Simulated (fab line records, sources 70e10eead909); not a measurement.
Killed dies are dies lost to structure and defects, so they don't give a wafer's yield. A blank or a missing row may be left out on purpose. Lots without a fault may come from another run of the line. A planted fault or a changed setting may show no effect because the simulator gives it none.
Which tool did it? | flow nand_harc | 7 lots, 21 wafers sampled, at 3 steps of a route of 1159

WHAT THE GAUGES READ, wafer by wafer
NHARC_P_CONTACT_OVL_MEAS_13.
lot  | measured     | on         | overlay_x_nm (nm)
L562 | day 9 06:39  | overlay-01 | -2.3 -2.2 -2.6
L564 | day 9 13:48  | overlay-02 | -0.2 0.5 0.5
L567 | day 10 01:41 | overlay-01 | -0.6 -1.2 -0.9
L568 | day 10 16:43 | overlay-02 | -0.2 0.2 1.0
L570 | day 10 23:37 | overlay-01 | -0.6 -0.3 0.0

WHICH TOOL RAN EACH LOT (tool, then ch and the chambers of the sampled wafers, then the start)
lot  | NHARC_P_GATE_STRIP_101             | NHARC_P_GATE_DEVELOP_45
L554 | rie_diel-09 ch 0,2,3, day 6 10:30  | litho_track-05, day 6 11:00
L555 | rie_diel-11 ch 2,3, day 7 02:49    | litho_track-07, day 7 03:00
L562 | rie_diel-11 ch 1,2,3, day 8 21:14  | litho_track-05 ch 0, day 8 21:00
L564 | rie_diel-09 ch 1,2, day 9 04:36    | litho_track-05 ch 0, day 9 05:00
L567 | rie_diel-11 ch 0,1, day 9 16:32    | litho_track-07 ch 0, day 9 17:00
L568 | rie_diel-06 ch 0,2,3, day 10 07:37 | litho_track-03 ch 0, day 10 08:00
L570 | rie_diel-06 ch 0,1,2, day 10 14:38 | litho_track-05 ch 0, day 10 15:00
- NHARC_P_GATE_STRIP_101: strips in O2, time 20 s.
- NHARC_P_GATE_DEVELOP_45: time 70 s.

THE ANSWER, worked out from the rows above alone
Rule: what is usual is taken from the lots themselves. Put in order of their means at a reading, lots are off if they are a third of the lots or fewer, leave a main group of 4 or more, and stand apart from it by a gap of 3 or more times the standard deviation of the main group's means; of several such gaps the widest counts. A main group whose means are all the same, to the digits that the tables above print for the reading, isn't used. A lot without any number at a reading at which 4 lots or more have one is off too. The other lots that the step has rows for count as sound.
No lot is off at any reading shown: from this, nothing can be told.

WHAT THE SIMULATOR HAD PUT IN
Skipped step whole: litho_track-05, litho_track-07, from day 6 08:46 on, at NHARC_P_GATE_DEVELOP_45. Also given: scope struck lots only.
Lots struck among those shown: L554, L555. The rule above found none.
